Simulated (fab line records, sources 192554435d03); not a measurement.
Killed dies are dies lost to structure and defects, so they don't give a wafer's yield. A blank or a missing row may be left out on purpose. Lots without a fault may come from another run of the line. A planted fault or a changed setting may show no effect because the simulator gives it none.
Which tool did it? | flow n5_finfet | 24 lots, 72 wafers sampled, at 6 steps of a route of 1938

WHAT THE GAUGES READ, wafer by wafer
N5_BEOL_M0_INSPECT_127: inspects for defects (darkfield).
lot  | measured     | on                | raw_defect_count
L074 | day 6 03:25  | defect_inspect-01 | 169 131 111
L075 | day 6 08:14  | defect_inspect-01 | 76 68 67
L076 | day 6 09:46  | defect_inspect-02 | 51 63 54
L077 | day 6 18:47  | defect_inspect-02 | 109 72 94
L078 | day 7 00:58  | defect_inspect-02 | 57 71 40
L079 | day 7 04:13  | defect_inspect-02 | 70 53 59
L080 | day 7 07:37  | defect_inspect-02 | 63 42 44
L081 | day 7 21:05  | defect_inspect-02 | 68 76 73
L082 | day 7 21:15  | defect_inspect-01 | 78 84 53
L083 | day 8 05:04  | defect_inspect-02 | 81 69 56
L084 | day 8 13:59  | defect_inspect-02 | 99 69 126
L085 | day 9 07:13  | defect_inspect-01 | 38 94 69
L086 | day 9 06:53  | defect_inspect-01 | 33 37 58
L087 | day 9 14:30  | defect_inspect-01 | 74 111 76
L088 | day 9 18:26  | defect_inspect-02 | 94 74 56
L089 | day 10 00:25 | defect_inspect-02 | 113 90 122
L090 | day 10 04:57 | defect_inspect-02 | 49 111 66
L091 | day 10 06:04 | defect_inspect-02 | 63 91 68
L092 | day 10 11:07 | defect_inspect-02 | 69 122 109
L093 | day 11 02:50 | defect_inspect-01 | 86 97 57
L094 | day 11 06:27 | defect_inspect-01 | 61 62 73
L095 | day 11 08:07 | defect_inspect-02 | 66 54 51
L096 | day 11 19:44 | defect_inspect-02 | 59 62 61
L097 | day 11 22:37 | defect_inspect-02 | 84 90 98

WHICH TOOL RAN EACH LOT (tool, then ch and the chambers of the sampled wafers, then the start)
lot  | N5_BEOL_M0_SAQP_SPACER2_ALD_26    | N5_BEOL_M0_SAQP_ETCH_88            | N5_BEOL_M0_CUTY_DESCUM_61          | N5_BEOL_M0_DEGAS_112         | N5_BEOL_M0_ANNEAL_135
L074 | ald_sin-03 ch 0,1, day 5 19:37    | rie_diel-01 ch 0,3, day 5 21:04    | rie_diel-05 ch 0,1, day 5 23:04    | pvd_sputter-03, day 6 01:22  | pvd_sputter-03, day 6 02:13
L075 | ald_sin-01 ch 1,3, day 5 22:55    | rie_diel-03 ch 0,1,3, day 6 00:25  | rie_diel-05 ch 2,3, day 6 01:50    | pvd_sputter-02, day 6 05:44  | pvd_sputter-03, day 6 07:04
L076 | ald_sin-03 ch 0,1,3, day 6 02:59  | rie_diel-03 ch 0,1, day 6 04:17    | rie_diel-06 ch 0,1,2, day 6 05:38  | pvd_sputter-03, day 6 07:17  | pvd_sputter-01, day 6 08:22
L077 | ald_sin-03 ch 0,2, day 6 10:47    | rie_diel-01 ch 0,1,2, day 6 12:00  | rie_diel-05 ch 0,3, day 6 13:22    | pvd_sputter-03, day 6 16:16  | pvd_sputter-03, day 6 17:25
L078 | ald_sin-03 ch 1,2,3, day 6 14:24  | rie_diel-01 ch 0,2,3, day 6 15:37  | rie_diel-05 ch 0,1,2, day 6 17:04  | pvd_sputter-03, day 6 21:21  | pvd_sputter-01, day 6 23:35
L079 | ald_sin-03 ch 0,1, day 6 19:44    | rie_diel-01 ch 0,1,2, day 6 20:56  | rie_diel-06 ch 0,2,3, day 6 22:26  | pvd_sputter-02, day 7 00:28  | pvd_sputter-02, day 7 03:06
L080 | ald_sin-03 ch 1,2,3, day 7 00:56  | rie_diel-02 ch 0,2,3, day 7 02:10  | rie_diel-04 ch 1,2,3, day 7 03:41  | pvd_sputter-02, day 7 05:26  | pvd_sputter-01, day 7 06:18
L081 | ald_sin-01 ch 0,1,2, day 7 12:20  | rie_diel-03 ch 0,1,3, day 7 13:51  | rie_diel-04 ch 0,1,3, day 7 15:13  | pvd_sputter-03, day 7 18:32  | pvd_sputter-03, day 7 19:23
L082 | ald_sin-03 ch 0,2,3, day 7 13:43  | rie_diel-02 ch 0,1,2, day 7 14:55  | rie_diel-04 ch 0,1,3, day 7 16:10  | pvd_sputter-03, day 7 18:37  | pvd_sputter-02, day 7 19:35
L083 | ald_sin-02 ch 0,2,3, day 7 20:25  | rie_diel-02 ch 0,1, day 7 21:46    | rie_diel-06 ch 0,1, day 7 23:12    | pvd_sputter-03, day 8 02:53  | pvd_sputter-02, day 8 03:57
L084 | ald_sin-01 ch 1,2,3, day 8 04:11  | rie_diel-03 ch 0,2,3, day 8 05:32  | rie_diel-04 ch 0,1,2, day 8 07:11  | pvd_sputter-02, day 8 11:07  | pvd_sputter-03, day 8 12:36
L085 | ald_sin-01 ch 0,1,2, day 8 19:53  | rie_diel-03 ch 0,1,2, day 8 21:18  | rie_diel-05 ch 2,3, day 8 23:49    | pvd_sputter-02, day 9 04:26  | pvd_sputter-03, day 9 06:01
L086 | ald_sin-03 ch 1,2, day 8 20:14    | rie_diel-03 ch 0,1,2, day 8 21:35  | rie_diel-04 ch 0,1,2, day 9 00:38  | pvd_sputter-03, day 9 04:25  | pvd_sputter-03, day 9 05:35
L087 | ald_sin-03 ch 0,2,3, day 9 06:55  | rie_diel-01 ch 0,2,3, day 9 08:16  | rie_diel-05 ch 1,3, day 9 09:38    | pvd_sputter-03, day 9 12:17  | pvd_sputter-02, day 9 13:19
L088 | ald_sin-02 ch 0,1, day 9 10:50    | rie_diel-01 ch 0,1,3, day 9 12:08  | rie_diel-05 ch 0,3, day 9 13:44    | pvd_sputter-03, day 9 16:14  | pvd_sputter-02, day 9 17:19
L089 | ald_sin-01 ch 0,1,3, day 9 14:59  | rie_diel-02 ch 1,3, day 9 16:14    | rie_diel-06 ch 0,2, day 9 17:39    | pvd_sputter-02, day 9 22:12  | pvd_sputter-02, day 9 23:13
L090 | ald_sin-01 ch 2,3, day 9 20:20    | rie_diel-02 ch 0,1, day 9 21:39    | rie_diel-06 ch 0,2, day 9 23:00    | pvd_sputter-02, day 10 01:59 | pvd_sputter-02, day 10 03:13
L091 | ald_sin-02 ch 1,2,3, day 9 23:13  | rie_diel-01 ch 1,2, day 10 00:33   | rie_diel-04 ch 0,1,2, day 10 02:10 | pvd_sputter-01, day 10 03:59 | pvd_sputter-03, day 10 04:56
L092 | ald_sin-02 ch 0,2, day 10 04:52   | rie_diel-03 ch 0,1,3, day 10 06:18 | rie_diel-04 ch 0,1,2, day 10 07:35 | pvd_sputter-01, day 10 09:04 | pvd_sputter-01, day 10 09:53
L093 | ald_sin-03 ch 1,2, day 10 18:21   | rie_diel-03 ch 1,2,3, day 10 19:34 | rie_diel-06 ch 0,3, day 10 20:57   | pvd_sputter-02, day 10 22:32 | pvd_sputter-03, day 11 00:55
L094 | ald_sin-02 ch 0,2, day 10 20:11   | rie_diel-01 ch 0,3, day 10 21:32   | rie_diel-04 ch 0,2, day 10 23:02   | pvd_sputter-02, day 11 04:06 | pvd_sputter-02, day 11 05:14
L095 | ald_sin-02 ch 0,1,2, day 11 00:43 | rie_diel-01 ch 0,2, day 11 02:03   | rie_diel-05 ch 0,1,2, day 11 04:50 | pvd_sputter-02, day 11 06:02 | pvd_sputter-03, day 11 06:59
L096 | ald_sin-01 ch 2,3, day 11 11:11   | rie_diel-02 ch 0,1, day 11 12:25   | rie_diel-05 ch 0,1,2, day 11 13:52 | pvd_sputter-01, day 11 17:29 | pvd_sputter-02, day 11 18:37
L097 | ald_sin-03 ch 2,3, day 11 11:25   | rie_diel-03 ch 2,3, day 11 12:45   | rie_diel-05 ch 2,3, day 11 14:49   | pvd_sputter-02, day 11 20:28 | pvd_sputter-01, day 11 21:22
- N5_BEOL_M0_SAQP_SPACER2_ALD_26: deposits SiO2, target thk 15 nm, pulse time 1 s, purge time 2 s.
- N5_BEOL_M0_SAQP_ETCH_88: etches underlayer in N2/H2, target depth 6.5 nm, time 5.2 s.
- N5_BEOL_M0_CUTY_DESCUM_61: chemistry O2, time 7.9 s.
- N5_BEOL_M0_DEGAS_112: time 60 s.
- N5_BEOL_M0_ANNEAL_135: time 60 s.

WHAT THE TOOLS THEMSELVES READ (means of the sampled wafers that have a number; where no wafer has one, the mark that the record gives instead)
N5_BEOL_M0_SAQP_SPACER2_ALD_26.
lot  | tool       | heater_power_w (W) | precursor_pulse_height_rel
L074 | ald_sin-03 | 454                | 1.008
L075 | ald_sin-01 | 488                | 1.009
L076 | ald_sin-03 | 490                | 0.981
L077 | ald_sin-03 | 530                | 0.993
L078 | ald_sin-03 | 490                | 0.996
L079 | ald_sin-03 | 460                | 0.992
L080 | ald_sin-03 | 485                | 0.997
L081 | ald_sin-01 | 474                | 1.005
L082 | ald_sin-03 | 521                | 0.994
L083 | ald_sin-02 | 509                | 0.986
L084 | ald_sin-01 | 473                | 1.009
L085 | ald_sin-01 | 475                | 0.999
L086 | ald_sin-03 | 485                | 1.001
L087 | ald_sin-03 | 519                | 1.001
L088 | ald_sin-02 | 518                | 0.988
L089 | ald_sin-01 | 497                | 0.977
L090 | ald_sin-01 | 488                | 0.992
L091 | ald_sin-02 | 483                | 1.008
L092 | ald_sin-02 | 526                | 0.992
L093 | ald_sin-03 | 461                | 0.996
L094 | ald_sin-02 | 528                | 1.011
L095 | ald_sin-02 | 520                | 0.993
L096 | ald_sin-01 | 484                | 0.992
L097 | ald_sin-03 | 514                | 1.000

N5_BEOL_M0_SAQP_ETCH_88.
lot  | tool        | chamber_pressure_mTorr (mTorr) | drypump_motor_current_A (A) | etch_rf_on_time_s (s) | oes_product_au (a.u.) | rf_vpp_V (V) | showerhead_plenum_p_Torr (Torr) | throttle_valve_pct (%)
L074 | rie_diel-01 | 29.93                          | 6.1                         | 5.09                  | 0.71                  | 522.6        | 2.55                            | 17.78
L075 | rie_diel-03 | 29.98                          | 6.3                         | 5.31                  | 0.63                  | 526.1        | 2.62                            | 17.97
L076 | rie_diel-03 | 29.98                          | 6.5                         | 5.29                  | 0.65                  | 525.4        | 2.60                            | 17.97
L077 | rie_diel-01 | 29.98                          | 5.8                         | 5.09                  | 0.74                  | 526.0        | 2.64                            | 17.63
L078 | rie_diel-01 | 30.03                          | 5.9                         | 5.14                  | 0.69                  | 524.7        | 2.59                            | 17.73
L079 | rie_diel-01 | 30.04                          | 5.8                         | 5.13                  | 0.72                  | 526.5        | 2.64                            | 17.61
L080 | rie_diel-02 | 29.97                          | 5.7                         | 5.16                  | 0.61                  | 522.8        | 2.52                            | 17.97
L081 | rie_diel-03 | 29.95                          | 6.2                         | 5.34                  | 0.63                  | 525.7        | 2.62                            | 18.00
L082 | rie_diel-02 | 30.00                          | 5.8                         | 5.27                  | 0.62                  | 523.4        | 2.56                            | 17.90
L083 | rie_diel-02 | 30.00                          | 5.3                         | 5.12                  | 0.62                  | 526.2        | 2.58                            | 17.79
L084 | rie_diel-03 | 30.00                          | 5.9                         | 5.30                  | 0.67                  | 524.1        | 2.56                            | 17.89
L085 | rie_diel-03 | 30.06                          | 5.9                         | 5.33                  | 0.67                  | 525.1        | 2.56                            | 17.81
L086 | rie_diel-03 | 30.04                          | 5.9                         | 5.33                  | 0.68                  | 524.2        | 2.56                            | 17.83
L087 | rie_diel-01 | 30.03                          | 5.9                         | 5.13                  | 0.67                  | 525.2        | 2.58                            | 17.76
L088 | rie_diel-01 | 30.03                          | 6.0                         | 5.11                  | 0.71                  | 524.3        | 2.59                            | 17.74
L089 | rie_diel-02 | 29.97                          | 5.7                         | 5.10                  | 0.70                  | 524.9        | 2.60                            | 17.59
L090 | rie_diel-02 | 29.95                          | 5.5                         | 5.21                  | 0.62                  | 526.1        | 2.56                            | 17.73
L091 | rie_diel-01 | 30.00                          | 5.8                         | 5.26                  | 0.65                  | 527.8        | 2.65                            | 17.63
L092 | rie_diel-03 | 30.02                          | 6.2                         | 5.25                  | 0.61                  | 524.9        | 2.61                            | 18.02
L093 | rie_diel-03 | 29.98                          | 5.7                         | 5.24                  | 0.65                  | 525.7        | 2.59                            | 17.87
L094 | rie_diel-01 | 30.01                          | 6.0                         | 5.02                  | 0.71                  | 524.4        | 2.56                            | 17.81
L095 | rie_diel-01 | 30.02                          | 5.7                         | 5.22                  | 0.65                  | 526.0        | 2.61                            | 17.69
L096 | rie_diel-02 | 29.97                          | 5.6                         | 5.15                  | 0.61                  | 524.9        | 2.55                            | 17.73
L097 | rie_diel-03 | 30.03                          | 5.2                         | 5.26                  | 0.68                  | 524.2        | 2.53                            | 17.74

N5_BEOL_M0_CUTY_DESCUM_61.
lot  | tool        | chamber_pressure_mTorr (mTorr) | drypump_motor_current_A (A) | oes_product_au (a.u.) | rf_vpp_V (V) | showerhead_plenum_p_Torr (Torr) | throttle_valve_pct (%)
L074 | rie_diel-05 | 20.007                         | 5.6                         | 0.84                  | 244.1        | 2.15                            | 20.46
L075 | rie_diel-05 | 20.008                         | 6.1                         | 0.77                  | 243.8        | 2.06                            | 20.34
L076 | rie_diel-06 | 20.003                         | 5.2                         | 0.76                  | 242.0        | 2.06                            | 20.55
L077 | rie_diel-05 | 20.011                         | 6.2                         | 0.73                  | 242.3        | 2.05                            | 20.51
L078 | rie_diel-05 | 20.005                         | 5.5                         | 0.87                  | 243.5        | 2.15                            | 20.32
L079 | rie_diel-06 | 19.990                         | 5.0                         | 0.73                  | 241.7        | 2.02                            | 20.54
L080 | rie_diel-04 | 19.994                         | 5.7                         | 0.80                  | 243.7        | 2.04                            | 20.47
L081 | rie_diel-04 | 20.004                         | 5.6                         | 0.74                  | 243.3        | 2.08                            | 20.37
L082 | rie_diel-04 | 20.007                         | 5.5                         | 0.74                  | 243.6        | 2.08                            | 20.37
L083 | rie_diel-06 | 19.990                         | 5.3                         | 0.75                  | 242.6        | 2.05                            | 20.64
L084 | rie_diel-04 | 20.000                         | 6.0                         | 0.76                  | 242.4        | 2.06                            | 20.43
L085 | rie_diel-05 | 19.990                         | 5.7                         | 0.80                  | 244.1        | 2.13                            | 20.28
L086 | rie_diel-04 | 20.012                         | 5.9                         | 0.75                  | 242.7        | 2.06                            | 20.43
L087 | rie_diel-05 | 19.999                         | 5.5                         | 0.80                  | 241.9        | 2.00                            | 20.27
L088 | rie_diel-05 | 20.006                         | 6.1                         | 0.73                  | 244.1        | 2.12                            | 20.60
L089 | rie_diel-06 | 20.028                         | 5.1                         | 0.74                  | 243.2        | 2.05                            | 20.53
L090 | rie_diel-06 | 20.007                         | 5.1                         | 0.74                  | 242.7        | 2.05                            | 20.53
L091 | rie_diel-04 | 20.005                         | 5.9                         | 0.75                  | 242.5        | 2.06                            | 20.44
L092 | rie_diel-04 | 20.006                         | 5.9                         | 0.76                  | 241.6        | 2.05                            | 20.45
L093 | rie_diel-06 | 20.010                         | 4.8                         | 0.87                  | 243.9        | 2.15                            | 20.41
L094 | rie_diel-04 | 20.002                         | 6.1                         | 0.78                  | 244.3        | 2.07                            | 20.61
L095 | rie_diel-05 | 20.001                         | 5.5                         | 0.81                  | 244.5        | 2.14                            | 20.38
L096 | rie_diel-05 | 19.993                         | 5.5                         | 0.81                  | 243.6        | 2.14                            | 20.39
L097 | rie_diel-05 | 20.008                         | 6.0                         | 0.94                  | 245.9        | 2.22                            | 20.16

N5_BEOL_M0_DEGAS_112.
lot  | tool           | heater_power_w (W)
L074 | pvd_sputter-03 | 306
L075 | pvd_sputter-02 | 344
L076 | pvd_sputter-03 | 310
L077 | pvd_sputter-03 | 309
L078 | pvd_sputter-03 | 303
L079 | pvd_sputter-02 | 325
L080 | pvd_sputter-02 | 346
L081 | pvd_sputter-03 | 299
L082 | pvd_sputter-03 | 314
L083 | pvd_sputter-03 | 307
L084 | pvd_sputter-02 | 347
L085 | pvd_sputter-02 | 354
L086 | pvd_sputter-03 | 312
L087 | pvd_sputter-03 | 327
L088 | pvd_sputter-03 | 295
L089 | pvd_sputter-02 | 356
L090 | pvd_sputter-02 | 331
L091 | pvd_sputter-01 | 329
L092 | pvd_sputter-01 | 336
L093 | pvd_sputter-02 | 349
L094 | pvd_sputter-02 | 333
L095 | pvd_sputter-02 | 360
L096 | pvd_sputter-01 | 343
L097 | pvd_sputter-02 | 342

N5_BEOL_M0_ANNEAL_135.
lot  | tool           | heater_power_w (W)
L074 | pvd_sputter-03 | 738
L075 | pvd_sputter-03 | 744
L076 | pvd_sputter-01 | 791
L077 | pvd_sputter-03 | 786
L078 | pvd_sputter-01 | 792
L079 | pvd_sputter-02 | 887
L080 | pvd_sputter-01 | 878
L081 | pvd_sputter-03 | 783
L082 | pvd_sputter-02 | 837
L083 | pvd_sputter-02 | 857
L084 | pvd_sputter-03 | 745
L085 | pvd_sputter-03 | 766
L086 | pvd_sputter-03 | 791
L087 | pvd_sputter-02 | 887
L088 | pvd_sputter-02 | 889
L089 | pvd_sputter-02 | 831
L090 | pvd_sputter-02 | 890
L091 | pvd_sputter-03 | 780
L092 | pvd_sputter-01 | 811
L093 | pvd_sputter-03 | 741
L094 | pvd_sputter-02 | 865
L095 | pvd_sputter-03 | 791
L096 | pvd_sputter-02 | 857
L097 | pvd_sputter-01 | 834

THE ANSWER, worked out from the rows above alone
Rule: what is usual is taken from the lots themselves. Put in order of their means at a reading, lots are off if they are a third of the lots or fewer, leave a main group of 4 or more, and stand apart from it by a gap of 3 or more times the standard deviation of the main group's means; of several such gaps the widest counts. A main group whose means are all the same, to the digits that the tables above print for the reading, isn't used. A lot without any number at a reading at which 4 lots or more have one is off too. The other lots that the step has rows for count as sound. The gauges are gone through in route order, then the tools' own readings, and for those a lot's mean is taken as printed above. The first step at which some lot is off is used, and at that step the reading that is off furthest; a lot without a number counts as furthest.
No lot is off at any reading shown: from this, nothing can be told.

WHAT THE SIMULATOR HAD PUT IN
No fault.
